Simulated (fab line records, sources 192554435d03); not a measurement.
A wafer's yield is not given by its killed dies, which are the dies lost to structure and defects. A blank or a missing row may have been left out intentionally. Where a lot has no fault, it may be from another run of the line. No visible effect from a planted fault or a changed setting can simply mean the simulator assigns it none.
Split-lot trial | flow n5-finfet | route with 1938 steps; 7 lots, 21 wafers read

== ON THE SPLIT ==
At N5_SD_EPI_P_EPI_21 (deposits SiGe:B, time 355 s), the setting time-s was moved away from the recipe's 355 s on 2 of the 21 wafers read, by -6.8% to +15.0%. All remaining wafers had this setting at the recipe value.

There is no step in the file separating the split from the reading.

== THE READING ==
SiGe-B_of_SD_EPI_P_EPI_21.thk-nm (the simulator's own value, which no gauge read), in nm, at N5_SD_EPI_P_HM_STRIP_48 (strips SiNx in H3PO4, material SiNx, target depth 3 nm). The file does not state a usual value for it. Across the 19 wafers here that went through the recipe, the average is 60.8 nm and the standard deviation 0.7 nm.

wafer  | tool, chamber at the split | time-s as run, s | against the recipe | SiGe-B_of_SD_EPI_P_EPI_21.thk-nm, nm | against lot-mates on the recipe
L075.2 | epi-rpcvd-03, 0            | 355              | recipe             | 61.2                                 | -
L075.3 | epi-rpcvd-03, 0            | 355              | recipe             | 61.8                                 | -
L075.6 | epi-rpcvd-03, 0            | 355              | recipe             | 63                                   | -
L077.1 | epi-rpcvd-01, 0            | 355              | recipe             | 60.6                                 | -
L077.4 | epi-rpcvd-01, 0            | 355              | recipe             | 61                                   | -
L077.5 | epi-rpcvd-01, 0            | 355              | recipe             | 60.2                                 | -
L082.2 | epi-rpcvd-03, 0            | 408.1            | +15.0%             | 65.8                                 | +5.5
L082.4 | epi-rpcvd-03, 0            | 355              | recipe             | 60.4                                 | -
L082.5 | epi-rpcvd-03, 0            | 355              | recipe             | 60.2                                 | -
L083.2 | epi-rpcvd-02, 0            | 355              | recipe             | 61.2                                 | -
L083.3 | epi-rpcvd-02, 0            | 355              | recipe             | 60.4                                 | -
L083.6 | epi-rpcvd-02, 0            | 355              | recipe             | 60.4                                 | -
L088.1 | epi-rpcvd-02, 0            | 355              | recipe             | 60.6                                 | -
L088.2 | epi-rpcvd-02, 0            | 355              | recipe             | 60                                   | -
L088.6 | epi-rpcvd-02, 0            | 355              | recipe             | 60.2                                 | -
L089.1 | epi-rpcvd-03, 0            | 355              | recipe             | 60.4                                 | -
L089.3 | epi-rpcvd-03, 0            | 355              | recipe             | 60.4                                 | -
L089.4 | epi-rpcvd-03, 0            | 355              | recipe             | 60.6                                 | -
L097.2 | epi-rpcvd-03, 0            | 355              | recipe             | 60.6                                 | -
L097.4 | epi-rpcvd-03, 0            | 330.9            | -6.8%              | 57.4                                 | -3.6
L097.5 | epi-rpcvd-03, 0            | 355              | recipe             | 61.4                                 | -

FIT RESULTS
A straight line over all 21 wafers: SiGe-B_of_SD_EPI_P_EPI_21.thk-nm changes by +0.366 nm for each +1% of time-s; r = +0.88; the points scatter about the line by 0.73 nm.
The same after taking each lot's own level away (the mean of its wafers on the recipe; 21 wafers): +0.397 nm for each +1%; r = +0.96; scatter 0.45 nm.
The reading moves by 5.9 nm for the largest change in time-s, on that fit.
Across the lots, their own levels run from 60.27 to 62.00 nm, a range of 2.5 times the standard deviation given above.
So the lot-to-lot level changes the slope little: the two slopes agree.
Check: with one of the wafers moved furthest among these (+15.0%) left out of the fit, the line predicts +7.93 nm for it against its lot-mates. Against them it came out at +5.5 nm.

== THE OTHER SPLITS THESE WAFERS WENT THROUGH ==
These wafers also went through other splits before the reading. Each is held against what the fit with the lots' levels taken away leaves over:
other split on the same wafers | wafers away from the commonest value | r with SiGe-B_of_SD_EPI_P_EPI_21.thk-nm (lot level and that fit taken away)
N5_SD_EPI_N_EPI_21 time-s      | 3                                    | -0.06
N5_SD_EPI_P_EXPOSE_06 dose-mj  | 6                                    | -0.29

== THE WHOLE CHAIN: every reading that the file lists as answering this split, in the file's order ==
step                    | what it does                                           | reading                                                                           | change (the file's fit)               | r (the file's)
N5_SD_EPI_P_EPI_21      | deposits SiGe:B, time 355 s                            | SiGe-B_of_SD_EPI_P_EPI_21.thk-nm (the simulator's own value, which no gauge read) | +0.392 nm for each +1% of the setting | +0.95
N5_SD_EPI_P_HM_STRIP_48 | strips SiNx in H3PO4, material SiNx, target depth 3 nm | SiGe-B_of_SD_EPI_P_EPI_21.thk-nm (the simulator's own value, which no gauge read) | +0.395 nm for each +1% of the setting | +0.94

== THE FILE'S OWN FIT ==
SiGe-B_of_SD_EPI_P_EPI_21.thk-nm changes by +0.395 nm for each +1% of time-s, r = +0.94.
